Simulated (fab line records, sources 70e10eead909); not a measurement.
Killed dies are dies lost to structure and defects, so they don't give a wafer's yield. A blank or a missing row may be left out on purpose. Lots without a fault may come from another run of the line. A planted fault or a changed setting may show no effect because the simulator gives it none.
fab line records | flow nand_harc
record lots=7 wafers=20 last_day=33
route steps=1302 shown A_SLIT@926 END@1302
lots that met no fault: from a run of the same line without faults
start_h: hours from the record's first day to the start of the lot's first wafer shown | wait_h: hours since the lot's step before | " the same as in the row above | L1.1+2: a row that stands for several wafers | - no value, or no start given | * or withheld: withheld | < > ~ a bound
route shown NAME@n: a module of which the file shows steps, and the number in the route of the first | usual: mean/standard deviation of fault-free wafers | same: alike in all rows | chamber/n: place in a boat | sites: the reading at each site | _std_site: their standard deviation | _edge_site: outer sites' mean less inner sites' | radius_mm: how far each site lies from the wafer's centre | mask NAME#n: copy n | behind: the tool/chamber that last shaped the wafer | hold: why the lot was held/for how many hours/how that ended | device: the transistor (n, p or np) that didn't switch | end of line: the same wafers' tests at the end of the route | a step without rows: its recipe alone | killed: dies lost to structure and defects at the first sort, not the wafer's yield | map: a wafer's dies, x killed, . not, _ none there
set.NAME: the setting as run; set.NAME@STEP: as run at that earlier step | model.NAME: the simulator's own value behind a step, which no gauge read
lots at some steps of the route; a table a step, a row a wafer
services: from which hour (start_h, from the record's first day; less than 0 if before it) a tool's chamber was out of use, for how many hours, and why
## steps
# step NHARC_A_SLIT_HMDS_02
# recipe time_s=30
# step NHARC_A_SLIT_COAT_03
# recipe spin_rpm=1500 resist_thk_nm=90
# step NHARC_A_SLIT_SOFTBAKE_04
# recipe temp_c=105 time_s=55
# step NHARC_A_SLIT_EBR_05
# step NHARC_A_SLIT_EXPOSE_06
# recipe na=1.35 dose_mj=60.82 mask_id=SLIT
# step NHARC_A_SLIT_PEB_07
# recipe peb_temp_c=100 peb_time_s=65
# step NHARC_A_SLIT_DEVELOP_08
# recipe develop_time_s=35 dev_temp_c=23
# step NHARC_A_SLIT_CD_MEAS_09
# recipe target_cd_nm=300 landing_energy_ev=500
# usual cd_nm=300.0/0.55
# columns lot.wafer tool chamber start_h wait_h cd_nm
L596.4 cd_sem-01 0 485.28 - 299.5
L596.5 " 0 " " 300.5
L596.6 " 0 " " 300.2
L598.1 cd_sem-03 0 497.54 - 299.3
L598.3 " 0 " " 299.8
L598.4 " 0 " " 299.7
L605.1 cd_sem-03 0 570.86 - 299.9
L605.3 " 0 " " 300.2
L605.5 " 0 " " 300.7
L606.1 cd_sem-01 0 572.44 - 300.6
L606.2 " 0 " " 300.1
L606.5 " 0 " " 300.0
L609.4 cd_sem-01 0 587.66 - 300.3
L609.5 " 0 " " 300.1
L607.2 cd_sem-03 0 587.99 - 300.3
L607.5 " 0 " " 300.1
L607.6 " 0 " " 300.5
L616.1 cd_sem-01 0 663.20 - 299.5
L616.5 " 0 " " 300.0
L616.6 " 0 " " 300.4
# step NHARC_A_SLIT_OVL_MEAS_10
# usual overlay_x_nm=-0.4/0.83 overlay_y_nm=0.2/0.76
# columns lot.wafer tool chamber start_h wait_h overlay_x_nm overlay_y_nm
L596.4 overlay-02 - 485.36 - -0.9 0.2
L596.5 " - " " -1.0 0.0
L596.6 " - " " -0.6 0.4
L598.1 overlay-02 - 497.63 - 0.0 0.6
L598.3 " - " " -0.8 0.5
L598.4 " - " " -0.3 1.0
L605.1 overlay-01 - 570.95 - -1.2 0.8
L605.3 " - " " -1.9 1.2
L605.5 " - " " -1.7 0.8
L606.1 overlay-02 - 572.53 - 0.3 1.3
L606.2 " - " " -0.4 0.9
L606.5 " - " " -0.2 1.1
L609.4 overlay-01 - 587.74 - -1.1 -0.6
L609.5 " - " " -0.6 -0.9
L607.2 overlay-01 - 588.07 - -0.8 1.6
L607.5 " - " " -0.9 1.8
L607.6 " - " " -0.5 1.5
L616.1 overlay-02 - 663.29 - -1.2 0.0
L616.5 " - " " -1.2 0.1
L616.6 " - " " -1.4 0.3
# step NHARC_A_SLIT_INSPECT_11
# usual raw_defect_count=55/26
# columns lot.wafer tool chamber start_h wait_h raw_defect_count
L596.4 defect_inspect-02 - 485.39 0.0 24
L596.5 " - " " 26
L596.6 " - " " 26
L598.1 defect_inspect-01 - 497.67 0.0 20
L598.3 " - " " 19
L598.4 " - " " 14
L605.1 defect_inspect-02 - 570.98 0.0 30
L605.3 " - " " 34
L605.5 " - " " 32
L606.1 defect_inspect-01 - 572.57 0.0 93
L606.2 " - " " 100
L606.5 " - " " 77
L609.4 defect_inspect-02 - 587.78 0.0 88
L609.5 " - " " 86
L607.2 defect_inspect-02 - 588.11 0.0 65
L607.5 " - " " 48
L607.6 " - " " 55
L616.1 defect_inspect-01 - 663.33 0.0 82
L616.5 " - " " 71
L616.6 " - " " 70
# step NHARC_A_SLIT_DESCUM_14
# recipe time_s=3 o2_flow_sccm=200 ar_flow_sccm=0 bias_power_w=0 chemistry=O2
# usual drypump_motor_current_A=5.8/0.53 oes_product_au=1.001/0.014 rf_vpp_V=57.8/0.85 showerhead_plenum_p_Torr=1.90/0.078 throttle_valve_pct=11.311/0.0095
# same time_s=3
# columns lot.wafer tool chamber start_h wait_h drypump_motor_current_A oes_product_au rf_hours_counter_h rf_vpp_V showerhead_plenum_p_Torr throttle_valve_pct
L596.4 rie_diel-13 0 485.45 0.1 4.8 0.989 7.3 58.5 1.95 11.316
L596.6 " 0 " " 4.8 0.986 - 58.5 1.95 11.300
L596.5 " 1 " " 5.4 1.002 - 58.0 1.96 11.316
L598.1 rie_diel-05 2 497.73 0.1 5.8 0.999 4.1 58.3 1.97 11.306
L598.3 " 0 " " 6.5 1.012 3.9 57.2 1.83 11.301
L598.4 " 1 " " 5.2 1.015 3.9 57.4 2.01 11.308
L605.3 rie_diel-13 0 571.04 0.1 4.8 0.982 1.3 57.6 1.95 11.309
L605.1 " 3 " " 5.6 1.021 2.9 58.2 1.84 11.301
L605.5 " 0 " " 4.8 0.988 - 57.4 1.95 11.328
L606.2 rie_diel-13 0 572.63 0.1 4.8 0.978 1.8 58.3 1.95 11.296
L606.1 " 2 " " 6.3 1.022 3.8 57.4 2.01 11.319
L606.5 " 0 " " 4.8 0.994 - 56.7 1.95 11.313
L609.4 rie_diel-13 0 587.85 0.1 4.8 0.985 3.0 56.6 1.95 11.314
L609.5 " 3 " " 5.6 1.014 - 57.6 1.84 11.317
L607.2 rie_diel-09 1 588.17 0.1 6.3 1.014 5.8 58.4 1.97 11.329
L607.5 " 1 " " 6.3 1.004 - 56.8 1.97 11.333
L607.6 " 2 " " 5.8 1.006 - 59.0 1.81 11.316
L616.1 rie_diel-13 0 663.41 0.1 4.8 0.975 7.1 56.2 1.95 11.299
L616.5 " 2 " " 6.3 1.022 - 58.3 2.01 11.310
L616.6 " 3 " " 5.6 1.004 - 58.3 1.84 11.331
# step NHARC_A_SLIT_ETCH_24
# recipe target_depth_a=1210 time_s=60.5 cf4_flow_sccm=100 chf3_flow_sccm=30 ar_flow_sccm=0 rf_w=500 bias_w=200 chemistry=CF4/CHF3
# usual drypump_motor_current_A=5.8/0.54 oes_product_au=0.963/0.021 rf_vpp_V=370.3/2.4 run_length_s=81.7/0.46 showerhead_plenum_p_Torr=1.57/0.062 throttle_valve_pct=16.803/0.0081
# same time_s=60.5
# columns lot.wafer tool chamber start_h wait_h drypump_motor_current_A oes_product_au rf_hours_counter_h rf_vpp_V run_length_s showerhead_plenum_p_Torr throttle_valve_pct
L596.4 rie_diel-13 0 485.54 0.1 4.7 0.957 7.3 371.9 82.2 1.60 16.809
L596.6 " 3 " " 5.6 0.978 - 369.3 81.3 1.52 16.801
L596.5 " 0 " " 4.8 0.955 - 371.5 81.5 1.60 16.806
L598.4 rie_diel-05 1 497.82 0.1 5.2 0.991 3.9 372.0 80.9 1.65 16.802
L598.3 " 2 " " 5.8 0.955 4.1 373.6 81.4 1.62 16.796
L598.1 " 0 " " 6.5 0.981 3.9 367.0 82.9 1.51 16.806
L605.3 rie_diel-13 1 571.13 0.1 5.4 0.967 2.7 371.1 81.8 1.61 16.813
L605.1 " 2 " " 6.3 0.993 2.9 373.4 81.6 1.65 16.812
L605.5 " 2 " " 6.3 1.001 - 375.4 81.6 1.65 16.808
L606.2 rie_diel-13 1 572.72 0.1 5.4 0.971 3.6 374.2 81.5 1.61 16.806
L606.1 " 3 " " 5.6 0.991 3.3 369.5 81.7 1.52 16.800
L606.5 " 1 " " 5.4 0.969 - 370.6 81.5 1.61 16.806
L609.4 rie_diel-13 1 587.92 0.1 5.4 0.983 5.0 372.3 81.9 1.61 16.802
L609.5 " 2 " " 6.3 0.986 - 373.1 81.6 1.65 16.800
L607.2 rie_diel-09 3 588.91 0.7 6.2 0.991 5.8 365.7 81.7 1.47 16.780
L607.5 " 3 " " 6.2 0.977 - 366.6 81.7 1.47 16.797
L607.6 " 0 " " 5.9 0.960 - 368.2 82.3 1.49 16.814
L616.1 rie_diel-13 1 663.49 0.1 5.4 0.982 8.6 370.6 81.5 1.61 16.793
L616.5 " 3 " " 5.6 0.971 - 368.4 81.5 1.52 16.802
L616.6 " 0 " " 4.8 0.950 - 370.9 82.3 1.60 16.809
# step NHARC_A_SLIT_ETCH_15
# recipe target_depth_a=62000 over_etch_frac=0.3 time_s=1612 ion_energy_ev=150 o2_flow_sccm=400 cos_flow_sccm=20 ar_flow_sccm=0 rf_w=500 bias_w=300 chemistry=O2/COS
# usual drypump_motor_current_A=5.8/0.52 oes_product_au=1.002/0.015 rf_vpp_V=314.1/2 run_length_s=1633.2/0.42 showerhead_plenum_p_Torr=3.11/0.12 throttle_valve_pct=28.330/0.0091
# columns lot.wafer tool chamber start_h wait_h drypump_motor_current_A oes_product_au rf_hours_counter_h rf_vpp_V run_length_s showerhead_plenum_p_Torr throttle_valve_pct model.A_SLIT.cd_offset_nm
L596.4 rie_diel-13 0 485.74 - 4.8 0.993 7.6 315.7 1633.0 3.18 28.319 -0.6386
L596.6 " 3 " " 5.6 0.999 - 313.7 1632.8 3.01 28.309 0.1573
L596.5 " 0 " " 4.8 0.990 - 315.9 1633.2 3.18 28.331 0.3112
L598.1 rie_diel-05 0 498.02 - 6.6 1.010 4.1 313.2 1634.0 2.99 28.333 -0.8471
L598.4 " 1 " " 5.2 1.019 4.1 315.2 1632.4 3.26 28.331 -0.6209
L598.3 " 2 " " 5.7 0.992 4.3 314.3 1633.2 3.21 28.327 -0.6499
L605.3 rie_diel-13 1 571.22 - 5.4 1.008 2.9 315.2 1633.3 3.19 28.331 -1.105
L605.1 " 0 " " 4.8 0.989 1.5 314.9 1633.4 3.18 28.332 -0.972
L605.5 " 1 " " 5.4 1.011 - 315.1 1138.6 3.19 28.324 -6.35
L606.1 rie_diel-13 2 572.81 - 6.3 1.028 4.1 315.8 1633.2 3.27 28.324 0.2239
L606.2 " 0 " " 4.8 0.973 2.0 313.7 1633.3 3.17 28.322 -1.042
L606.5 " 3 " " 5.6 1.018 - 311.5 1138.1 3.01 28.337 -5.454
L609.4 rie_diel-13 2 588.35 - 6.3 1.015 5.7 316.9 1138.7 3.27 28.329 -5.451
L609.5 " 0 " " 4.8 0.984 - 316.4 1138.2 3.17 28.317 -7.107
L607.2 rie_diel-09 0 589.11 - 5.9 1.004 6.3 311.8 1634.2 2.96 28.322 0.7932
L607.6 " 3 " " 6.2 1.025 - 312.0 1633.2 2.91 28.327 -0.2542
L607.5 " 0 " " 5.8 0.997 - 311.2 1634.1 2.96 28.340 0.6604
L616.1 rie_diel-13 1 663.89 - 5.4 0.997 8.8 314.8 1633.0 3.19 28.333 -2.491
L616.6 " 2 " " 6.3 1.029 - 317.2 1633.3 3.27 28.324 -0.296
L616.5 " 3 " " 5.6 1.004 - 311.9 1632.8 3.01 28.329 -0.1014
# step NHARC_A_SLIT_ETCH_17
# recipe bias_v=900 source_w=withheld pressure_mtorr=20 ar_flow_sccm=375 c4f8_flow_sccm=83.3 o2_flow_sccm=41.7 time_s=4254.5 target_depth_a=2.03e+05 chemistry=C4F8/O2/Ar
# usual c4f8_flow_sccm=83.29/0.23 drypump_motor_current_A=6.0/0.5 run_length_s=4194.5/0 showerhead_plenum_p_Torr=3.69/0.13 throttle_valve_pct=32.045/0.0085
# same time_s=4254.5
# columns lot.wafer tool chamber start_h wait_h c4f8_flow_sccm drypump_motor_current_A rf_hours_counter_h run_length_s showerhead_plenum_p_Torr throttle_valve_pct
L596.4 har_etch-02 1 489.68 - 83.11 5.3 - 4194.5 3.63 32.046
L596.6 " 0 " " 82.99 6.6 - 4194.5 3.91 32.049
L596.5 " 1 " " 83.25 5.3 - 4194.5 3.63 32.033
L598.1 har_etch-02 1 499.58 - 83.32 5.3 57 4194.5 3.63 32.040
L598.4 " 0 " " 83.58 6.6 - 4194.5 3.91 32.023
L598.3 " 1 " " 83.61 5.3 - 4194.5 3.62 32.045
L605.1 har_etch-02 0 572.29 - 83.34 6.6 103 4194.5 3.88 32.040
L605.3 " 1 574.11 - 83.48 5.4 - 4194.5 3.60 32.047
L605.5 " 0 " " 83.38 6.6 - 4194.5 3.88 32.050
L606.1 har_etch-02 0 576.11 - 83.41 6.6 107 4194.5 3.88 32.036
L606.2 " 1 " " 83.20 5.4 107 4194.5 3.60 32.048
L606.5 " 0 578.54 - 83.54 6.6 - 4194.5 3.88 32.041
L609.4 har_etch-02 0 590.81 - 83.34 6.6 - 4194.5 3.87 32.054
L609.5 " 0 592.00 - 83.42 6.6 - 4194.5 3.87 32.052
L607.2 har_etch-02 0 593.38 - 83.09 6.6 122 4194.5 3.87 32.058
L607.5 " 0 595.78 - 83.00 6.6 - 4194.5 3.87 32.058
L607.6 " 1 " " 83.12 5.3 - 4194.5 3.59 32.048
L616.1 har_etch-02 1 665.23 - 83.22 5.3 160 4194.5 3.57 32.052
L616.5 " 0 667.05 - 83.56 6.6 - 4194.5 3.85 32.030
L616.6 " 1 " " 83.15 5.3 - 4194.5 3.57 32.054
# step NHARC_END_SORT_01
# recipe temp_c=25
# usual killed_at_array=47/18 killed_at_other=0.9/1.1 killed_at_periphery=4/3.1 killed_dies=52/18 killed_open=3.1/1.5 killed_short=2.4/1.5
# same gross_dies=677
# columns lot.wafer tool chamber start_h wait_h killed_at_array killed_at_other killed_at_periphery killed_dies killed_open killed_short
L605.5 prober-01 0 688.43 3.7 677 0 0 677 4 1
L606.5 prober-02 0 688.47 3.7 676 0 1 677 3 0
L609.4 prober-02 0 713.99 3.4 669 0 8 677 4 2
L609.5 prober-02 0 714.78 3.7 663 1 13 677 4 1
# killed by level:class
L605.5 A_SLIT:area_etch=645 A_CHANNEL_HOLE_D2:chamber_film_flake=14 A_SLIT:chamber_film_flake=4 A_SGD_CUT:geometric_particle:open=2 A_CHANNEL_HOLE_D1:chamber_film_flake=2 A_DECK1_JOINT:chamber_film_flake=2 A_ONON_D1:geometric_particle:open=1 A_CHANNEL_FILL_D1:geometric_particle:open=1
L606.5 A_SLIT:area_etch=631 A_CHANNEL_HOLE_D2:chamber_film_flake=19 A_CHANNEL_HOLE_D1:chamber_film_flake=14 A_WL_FILL:chamber_film_flake=3 A_CHANNEL_FILL_D1:geometric_particle:open=2 A_CONTACT:chamber_film_flake=2 A_SGD_CUT:geometric_particle:open=1 P_STI:chamber_film_flake=1
L609.4 A_SLIT:area_etch=600 A_CHANNEL_HOLE_D1:chamber_film_flake=33 A_CHANNEL_HOLE_D2:chamber_film_flake=19 A_CONTACT:chamber_film_flake=10 P_CONTACT:chamber_film_flake=3 P_M0:geometric_particle:short=2 P_ZERO_WELL:chamber_film_flake=2 A_ONON_D1:geometric_particle:open=1
L609.5 A_SLIT:area_etch=590 A_CHANNEL_HOLE_D1:chamber_film_flake=33 A_CHANNEL_HOLE_D2:chamber_film_flake=16 A_CONTACT:chamber_film_flake=8 P_CONTACT:chamber_film_flake=7 A_STAIRCASE:chamber_film_flake=6 A_SLIT:chamber_film_flake=5 P_GATE:chamber_film_flake=3
# map L605.5 (x killed, . not)
____________x____________
_________xxxxxxx_________
_______xxxxxxxxxxx_______
______xxxxxxxxxxxxx______
_____xxxxxxxxxxxxxxx_____
____xxxxxxxxxxxxxxxxx____
____xxxxxxxxxxxxxxxxx____
___xxxxxxxxxxxxxxxxxxx___
___xxxxxxxxxxxxxxxxxxx___
__xxxxxxxxxxxxxxxxxxxxx__
__xxxxxxxxxxxxxxxxxxxxx__
_xxxxxxxxxxxxxxxxxxxxxxx_
_xxxxxxxxxxxxxxxxxxxxxxx_
_xxxxxxxxxxxxxxxxxxxxxxx_
_xxxxxxxxxxxxxxxxxxxxxxx_
_xxxxxxxxxxxxxxxxxxxxxxx_
xxxxxxxxxxxxxxxxxxxxxxxxx
xxxxxxxxxxxxxxxxxxxxxxxxx
xxxxxxxxxxxxxxxxxxxxxxxxx
xxxxxxxxxxxxxxxxxxxxxxxxx
xxxxxxxxxxxxxxxxxxxxxxxxx
_xxxxxxxxxxxxxxxxxxxxxxx_
_xxxxxxxxxxxxxxxxxxxxxxx_
_xxxxxxxxxxxxxxxxxxxxxxx_
_xxxxxxxxxxxxxxxxxxxxxxx_
_xxxxxxxxxxxxxxxxxxxxxxx_
__xxxxxxxxxxxxxxxxxxxxx__
__xxxxxxxxxxxxxxxxxxxxx__
___xxxxxxxxxxxxxxxxxxx___
___xxxxxxxxxxxxxxxxxxx___
____xxxxxxxxxxxxxxxxx____
____xxxxxxxxxxxxxxxxx____
_____xxxxxxxxxxxxxxx_____
______xxxxxxxxxxxxx______
_______xxxxxxxxxxx_______
_________xxxxxxx_________
____________x____________
# map L606.5 (x killed, . not)
____________x____________
_________xxxxxxx_________
_______xxxxxxxxxxx_______
______xxxxxxxxxxxxx______
_____xxxxxxxxxxxxxxx_____
____xxxxxxxxxxxxxxxxx____
____xxxxxxxxxxxxxxxxx____
___xxxxxxxxxxxxxxxxxxx___
___xxxxxxxxxxxxxxxxxxx___
__xxxxxxxxxxxxxxxxxxxxx__
__xxxxxxxxxxxxxxxxxxxxx__
_xxxxxxxxxxxxxxxxxxxxxxx_
_xxxxxxxxxxxxxxxxxxxxxxx_
_xxxxxxxxxxxxxxxxxxxxxxx_
_xxxxxxxxxxxxxxxxxxxxxxx_
_xxxxxxxxxxxxxxxxxxxxxxx_
xxxxxxxxxxxxxxxxxxxxxxxxx
xxxxxxxxxxxxxxxxxxxxxxxxx
xxxxxxxxxxxxxxxxxxxxxxxxx
xxxxxxxxxxxxxxxxxxxxxxxxx
xxxxxxxxxxxxxxxxxxxxxxxxx
_xxxxxxxxxxxxxxxxxxxxxxx_
_xxxxxxxxxxxxxxxxxxxxxxx_
_xxxxxxxxxxxxxxxxxxxxxxx_
_xxxxxxxxxxxxxxxxxxxxxxx_
_xxxxxxxxxxxxxxxxxxxxxxx_
__xxxxxxxxxxxxxxxxxxxxx__
__xxxxxxxxxxxxxxxxxxxxx__
___xxxxxxxxxxxxxxxxxxx___
___xxxxxxxxxxxxxxxxxxx___
____xxxxxxxxxxxxxxxxx____
____xxxxxxxxxxxxxxxxx____
_____xxxxxxxxxxxxxxx_____
______xxxxxxxxxxxxx______
_______xxxxxxxxxxx_______
_________xxxxxxx_________
____________x____________
## services
# columns tool chamber start_h hours kind
rie_diel-13 0 473.51 - clean
rie_diel-13 1 473.51 - clean
rie_diel-13 2 473.51 - clean
rie_diel-13 3 473.51 - clean
rie_diel-09 - 497.10 9.0 pm
rie_diel-13 0 498.01 - clean
rie_diel-13 1 498.01 - clean
rie_diel-13 2 498.01 - clean
rie_diel-13 3 498.01 - clean
rie_diel-13 - 519.00 9.0 pm
rie_diel-13 0 519.00 9.0 vent_cycle
rie_diel-13 1 519.00 9.0 vent_cycle
rie_diel-13 2 519.00 9.0 vent_cycle
rie_diel-13 3 519.00 9.0 vent_cycle
rie_diel-13 0 528.00 - clean
rie_diel-13 1 528.00 - clean
rie_diel-13 2 528.00 - clean
rie_diel-13 3 528.00 - clean
rie_diel-13 0 534.06 16.7 repair
rie_diel-05 2 569.75 7.2 repair
rie_diel-05 - 583.60 9.0 pm
rie_diel-13 - 600.54 0.5 repair
rie_diel-13 1 609.40 2.8 repair
rie_diel-13 - 651.88 0.9 repair
## key
first_sign step=NHARC_A_SLIT_ETCH_15 reading=run_length_s direction=down sigmas=99+ usual=* struck=*
effect step=NHARC_END_SORT_01 reading=killed_at_array direction=up sigmas=35 usual=47 struck=671
model_effect step=NHARC_A_SLIT_ETCH_15 value=A_SLIT.cd_offset_nm without=-1.142 struck=-6.09
more_kills_born_at NHARC_A_SLIT_ETCH_15@rie_diel-13=2466
met_at NHARC_A_SLIT_ETCH_15
struck_wafers L605.5,L606.5,L609.4,L609.5
later_rows_left_out L605.5,L606.5,L609.4,L609.5
tester_left_out L605,L606,L609
onset_between 485.74 571.22
fault kind=process_parameter_drift tool=rie_diel-13 chamber=- onset_h=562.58 steps=NHARC_A_SLIT_ETCH_15 channel=time_s offset=* shape=step end_h=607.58 scope=struck_wafers_only acts_in=* stated=*
# tester_left_out: of these lots the tester's yield and bins aren't shown, on N5 and GAA mostly nor the transistor test; their killed dies are dies lost to structure and defects alone, not to doping, threshold or leakage, so they don't give the yield
# later_rows_left_out: the simulator's readings of these wafers behind a module that went badly wrong aren't trusted and aren't shown, but for the sort
